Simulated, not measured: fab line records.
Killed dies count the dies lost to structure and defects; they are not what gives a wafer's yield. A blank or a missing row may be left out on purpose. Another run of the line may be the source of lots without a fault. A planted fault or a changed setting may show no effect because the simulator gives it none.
Split-lot study	flow n5_finfet	on a route of 1938 steps: 7 lots, 21 wafers read

ABOUT THE SPLIT
At N5_PASSIVATION_EXPOSE_07 (exposes mask TV, defocus 0 nm, target cd 3000 nm), the setting dose_mj was moved away from the recipe's 22.75 on 5 of the 21 wafers read, by -6.3% to -2.2%. For the rest of the wafers, this setting stayed at what the recipe calls for.

FROM THE SPLIT TO THE READING: what the file shows between them, 3 steps
- N5_PASSIVATION_PEB_08
- N5_PASSIVATION_DEVELOP_09: develop time 60 s
- N5_PASSIVATION_HARDBAKE_11: time 120 s

THE READING
cd_nm (nm) at N5_PASSIVATION_CD_MEAS_10, where the cd target is 3000 nm. Typical for fault-free wafers on this fab line: 2999.2 nm, with standard deviation 2.4 nm.

wafer	tool, chamber at the split	dose_mj as run	against the recipe	cd_nm, nm	against lot-mates on the recipe
L076.1	krf_scanner-02, 0	22.75	recipe	2999.2	-
L076.2	krf_scanner-02, 0	22.75	recipe	2996.1	-
L076.5	krf_scanner-02, 0	22.75	recipe	2999.3	-
L074.2	krf_scanner-02, 0	22.25	-2.2%	2995.0	-2.7
L074.3	krf_scanner-02, 0	22.75	recipe	2997.7	-
L074.6	krf_scanner-02, 0	22.25	-2.2%	2991.9	-5.8
L084.1	krf_scanner-02, 0	21.33	-6.2%	2983.8	-14.4
L084.3	krf_scanner-02, 0	21.33	-6.2%	2985.2	-13.0
L084.6	krf_scanner-02, 0	22.75	recipe	2998.2	-
L083.2	krf_scanner-02, 0	22.75	recipe	3000.3	-
L083.3	krf_scanner-02, 0	22.75	recipe	3002.1	-
L083.5	krf_scanner-02, 0	22.75	recipe	2995.0	-
L092.1	krf_scanner-01, 0	22.75	recipe	3004.6	-
L092.4	krf_scanner-01, 0	22.75	recipe	3002.5	-
L092.6	krf_scanner-01, 0	22.75	recipe	3004.5	-
L095.1	krf_scanner-02, 0	22.75	recipe	2999.6	-
L095.2	krf_scanner-02, 0	22.75	recipe	2999.3	-
L095.4	krf_scanner-02, 0	22.75	recipe	2996.9	-
L094.1	krf_scanner-01, 0	21.31	-6.3%	2979.7	-17.1
L094.3	krf_scanner-01, 0	22.75	recipe	2997.9	-
L094.5	krf_scanner-01, 0	22.75	recipe	2995.7	-

THE FIT
A straight line over all 21 wafers: cd_nm changes by +2.62 nm for each +1% of dose_mj; r = +0.91; the points scatter about the line by 2.8 nm.
The same after taking each lot's own level away (the mean of its wafers on the recipe; 21 wafers): +2.35 nm for each +1%; r = +0.95; scatter 1.7 nm.
According to that fit, moving dose_mj by its largest amount changes the reading by 15 nm.
The span of the lots' own levels, 2996.80 to 3003.87 nm, comes to 2.9 times the standard deviation stated above.
So the slope is not independent of the lot-to-lot level: the two fits are not the same.
Check: -13.7 nm against its lot-mates is what the line predicts for one of the wafers moved furthest among these (-6.3%) when that wafer is left out of the fit. It came out at -17.1 nm against them.

FILE'S OWN FIT
cd_nm changes by +2.42 nm for each +1% of dose_mj, r = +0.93.
